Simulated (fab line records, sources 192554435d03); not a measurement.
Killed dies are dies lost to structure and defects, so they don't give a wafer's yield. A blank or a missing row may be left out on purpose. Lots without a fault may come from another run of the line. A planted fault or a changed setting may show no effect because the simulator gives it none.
Split-lot experiment | flow n5_finfet | 7 lots, 21 wafers read, on a route of 1938 steps

THE SPLIT
At N5_BEOL_M15_COAT_04 (resist thk 800 nm), the setting spin_rpm was moved away from the recipe's 1704 rpm on 9 of the 21 wafers read, by -8.5% to +10.9%. The other wafers ran this setting at the recipe's value.

FROM THE SPLIT TO THE READING: what the file shows between them, 4 steps
- N5_BEOL_M15_EBR_06
- N5_BEOL_M15_SOFTBAKE_05: time 60 s
- N5_BEOL_M15_DESCUM_15: chemistry O2, time 7.9 s
- N5_BEOL_M15_ETCH_59: etches BARC in N2/H2, target depth 89 nm, overetch 26.7 nm, time 67.9 s

THE READING
coat_of_BEOL_M15_COAT_04.thk_nm (the simulator's own value, which no gauge read), in nm, at N5_BEOL_M15_VIA_ETCH_16 (etches SiO2 in C4F8/O2/Ar, target depth 1792.2 nm). The file gives no usual value for it. The 12 wafers here that ran the recipe average 340.8 nm, standard deviation 4.5 nm.

wafer  | tool, chamber at the split | spin_rpm as run, rpm | against the recipe | coat_of_BEOL_M15_COAT_04.thk_nm, nm | against lot-mates on the recipe
L079.1 | litho_track-05, 0          | 1704                 | recipe             | 338.4                               | -
L079.3 | litho_track-05, 0          | 1704                 | recipe             | 339.6                               | -
L079.4 | litho_track-05, 0          | 1704                 | recipe             | 335                                 | -
L077.1 | litho_track-05, 0          | 1704                 | recipe             | 351.8                               | -
L077.2 | litho_track-05, 0          | 1889                 | +10.9%             | 307.4                               | -35.8
L077.4 | litho_track-05, 0          | 1704                 | recipe             | 334.6                               | -
L087.1 | litho_track-05, 0          | 1755                 | +3.0%              | 321.8                               | -21.6
L087.2 | litho_track-05, 0          | 1755                 | +3.0%              | 340.2                               | -3.2
L087.4 | litho_track-05, 0          | 1704                 | recipe             | 343.4                               | -
L089.2 | litho_track-01, 0          | 1781                 | +4.5%              | 326.4                               | -17.4
L089.3 | litho_track-01, 0          | 1704                 | recipe             | 343.8                               | -
L089.6 | litho_track-01, 0          | 1781                 | +4.5%              | 317.6                               | -26.2
L093.3 | litho_track-01, 0          | 1704                 | recipe             | 341.4                               | -
L093.5 | litho_track-01, 0          | 1559                 | -8.5%              | 369                                 | +29.2
L093.6 | litho_track-01, 0          | 1704                 | recipe             | 338.2                               | -
L092.2 | litho_track-05, 0          | 1648                 | -3.3%              | 359.2                               | no lot-mate on the recipe
L092.4 | litho_track-05, 0          | 1648                 | -3.3%              | 359                                 | no lot-mate on the recipe
L092.5 | litho_track-05, 0          | 1648                 | -3.3%              | 345.6                               | no lot-mate on the recipe
L096.3 | litho_track-01, 0          | 1704                 | recipe             | 344.2                               | -
L096.4 | litho_track-01, 0          | 1704                 | recipe             | 342.2                               | -
L096.6 | litho_track-01, 0          | 1704                 | recipe             | 337.6                               | -

THE FIT
A straight line over all 21 wafers: coat_of_BEOL_M15_COAT_04.thk_nm changes by -3.44 nm for each +1% of spin_rpm; r = -0.92; the points scatter about the line by 5.8 nm.
The same after taking each lot's own level away (the mean of its wafers on the recipe; 18 wafers): -3.6 nm for each +1%; r = -0.93; scatter 5.4 nm.
On that fit, the largest move of spin_rpm shifts the reading by 39 nm.
The lots' own levels span 337.67 to 343.80 nm, that is 1.4 times the standard deviation above.
So the lot-to-lot level changes the slope little: the two slopes agree.
Check: with one of the wafers moved furthest among these (+10.9%) left out of the fit, the line predicts -43.4 nm for it against its lot-mates. It came out at -35.8 nm against them.

THE WHOLE CHAIN: every reading that the file lists as answering this split, in the file's order
step                    | what it does                                                            | reading                                                                          | change (the file's fit)              | r (the file's)
N5_BEOL_M15_COAT_04     | resist thk 800 nm                                                       | coat_of_BEOL_M15_COAT_04.thk_nm (the simulator's own value, which no gauge read) | -3.9 nm for each +1% of the setting  | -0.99
N5_BEOL_M15_ETCH_59     | etches BARC in N2/H2, target depth 89 nm, overetch 26.7 nm, time 67.9 s | coat_of_BEOL_M15_COAT_04.thk_nm (the simulator's own value, which no gauge read) | -4.02 nm for each +1% of the setting | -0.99
N5_BEOL_M15_VIA_ETCH_16 | etches SiO2 in C4F8/O2/Ar, target depth 1792.2 nm                       | coat_of_BEOL_M15_COAT_04.thk_nm (the simulator's own value, which no gauge read) | -3.52 nm for each +1% of the setting | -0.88

THE FILE'S OWN FIT
coat_of_BEOL_M15_COAT_04.thk_nm changes by -3.52 nm for each +1% of spin_rpm, r = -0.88.
